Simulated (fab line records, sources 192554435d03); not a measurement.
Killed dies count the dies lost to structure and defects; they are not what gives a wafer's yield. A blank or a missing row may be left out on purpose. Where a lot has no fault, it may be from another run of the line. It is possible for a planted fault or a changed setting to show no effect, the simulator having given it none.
Which tool was responsible? :: flow n5 finfet :: 7 lots (21 wafers sampled), 1 step of a 1938-step route

WHAT THE GAUGES READ, wafer by wafer
N5_WELL_APT_INSPECT_27: inspects for defects (macro).
lot: L279
measured: day 2 02:49
on: defect inspect-02
raw defect count: 4 1 4

lot: L286
measured: day 3 21:01
on: defect inspect-01
raw defect count: 3 1 3

lot: L291
measured: day 5 03:23
on: defect inspect-01
raw defect count: 0 3 1

lot: L294
measured: day 5 21:26
on: defect inspect-02
raw defect count: 3 2 5

lot: L296
measured: day 6 08:58
on: defect inspect-02
raw defect count: 1 0 2

lot: L298
measured: day 6 20:52
on: defect inspect-02
raw defect count: 6 2 0

lot: L300
measured: day 7 08:53
on: defect inspect-01
raw defect count: 3 1 3

WHAT TOOL EACH LOT RAN ON (gives the tool, then ch and the chambers of the sampled wafers, and finally the start)
Before these readings, the record contains no process step.

THE ANSWER, worked out from the rows above alone
Rule: the lots themselves supply what counts as usual. Put in order of their means at a reading, lots are off if they are a third of the lots or fewer, leave a main group of 4 or more, and stand apart from it by a gap of 3 or more times the standard deviation of the main group's means; of several such gaps the widest counts. The tables above print the reading to a certain number of digits; a main group whose means all agree to those digits is not used. A lot without any number at a reading at which 4 lots or more have one is off too. Where the step has rows for the other lots, those lots are counted as sound.
None of the lots is off at any reading shown; this tells nothing.

WHAT THE SIMULATOR HAD INSERTED
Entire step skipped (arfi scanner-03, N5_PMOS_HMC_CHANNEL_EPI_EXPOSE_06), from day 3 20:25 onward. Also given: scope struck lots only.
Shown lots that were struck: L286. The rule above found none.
